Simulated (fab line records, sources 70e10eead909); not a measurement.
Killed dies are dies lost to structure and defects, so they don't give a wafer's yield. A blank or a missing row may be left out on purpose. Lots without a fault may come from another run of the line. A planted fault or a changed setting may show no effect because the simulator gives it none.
Chamber matching | flow nand_harc | NHARC_P_CONTACT_DESCUM_17 on rie_diel-09: 4 sister chambers
The step chemistry O2, time 3 s. 14 wafers are shown with their chamber, then 7 later ones without.

WAFERS WITH THEIR CHAMBER
wafer  | chamber | showerhead_plenum_p_Torr (Torr) | drypump_motor_current_A (A) | throttle_valve_pct (%)
L734.2 | 3       | 1.82                            | 5.5                         | 11.298
L734.3 | 0       | 1.98                            | 5.4                         | 11.298
L734.4 | 2       | 2.04                            | 5.8                         | 11.317
L736.4 | 2       | 2.04                            | 5.7                         | 11.320
L736.5 | 2       | 2.04                            | 5.7                         | 11.317
L736.6 | 1       | 1.90                            | 5.6                         | 11.315
L738.1 | 2       | 2.04                            | 5.8                         | 11.307
L738.4 | 2       | 2.04                            | 5.8                         | 11.306
L738.5 | 3       | 1.82                            | 5.5                         | 11.308
L743.2 | 3       | 1.81                            | 5.5                         | 11.323
L743.4 | 1       | 1.90                            | 5.6                         | 11.332
L743.6 | 0       | 1.98                            | 5.4                         | 11.304
L751.1 | 0       | 1.97                            | 5.4                         | 11.311
L751.2 | 2       | 2.04                            | 5.8                         | 11.307

SIGNATURES (means of the wafers above)
reading                  | chamber 0 | chamber 1 | chamber 2 | chamber 3 | scatter within a chamber
showerhead_plenum_p_Torr | 1.9767    | 1.9000    | 2.0400    | 1.8167    | 0.00365
drypump_motor_current_A  | 5.400     | 5.600     | 5.767     | 5.500     | 0.0365
throttle_valve_pct       | 11.30433  | 11.32350  | 11.31233  | 11.30967  | 0.00863
Rule: a wafer's distance from a chamber is the root of the sum, over the readings, of the square of ((its reading less the chamber's mean) divided by the reading's scatter). The wafer belongs to the nearest chamber; if the next one is less than 2 further off, it can't be placed. The scatter: the root of (the sum of the squares of (reading less its chamber's mean) over the shown wafers, divided by (wafers less chambers)).

WAFERS WITHOUT THEIR CHAMBER
wafer  | showerhead_plenum_p_Torr (Torr) | drypump_motor_current_A (A) | throttle_valve_pct (%)
L751.3 | 1.90                            | 5.6                         | 11.330
L755.3 | 2.04                            | 5.8                         | 11.310
L755.4 | 1.81                            | 5.5                         | 11.318
L755.6 | 1.81                            | 5.5                         | 11.319
L754.2 | 1.90                            | 5.6                         | 11.322
L754.5 | 1.81                            | 5.6                         | 11.311
L754.6 | 1.97                            | 5.4                         | 11.313

WHICH CHAMBER EACH WENT THROUGH
wafer  | from the rows above | in truth
L751.3 | 1                   | 1
L755.3 | 2                   | 2
L755.4 | 3                   | 3
L755.6 | 3                   | 3
L754.2 | 1                   | 1
L754.5 | 3                   | 3
L754.6 | 0                   | 0
Placed correctly: 7 of 7. Can't be placed from these rows: 0. Placed wrongly: 0.
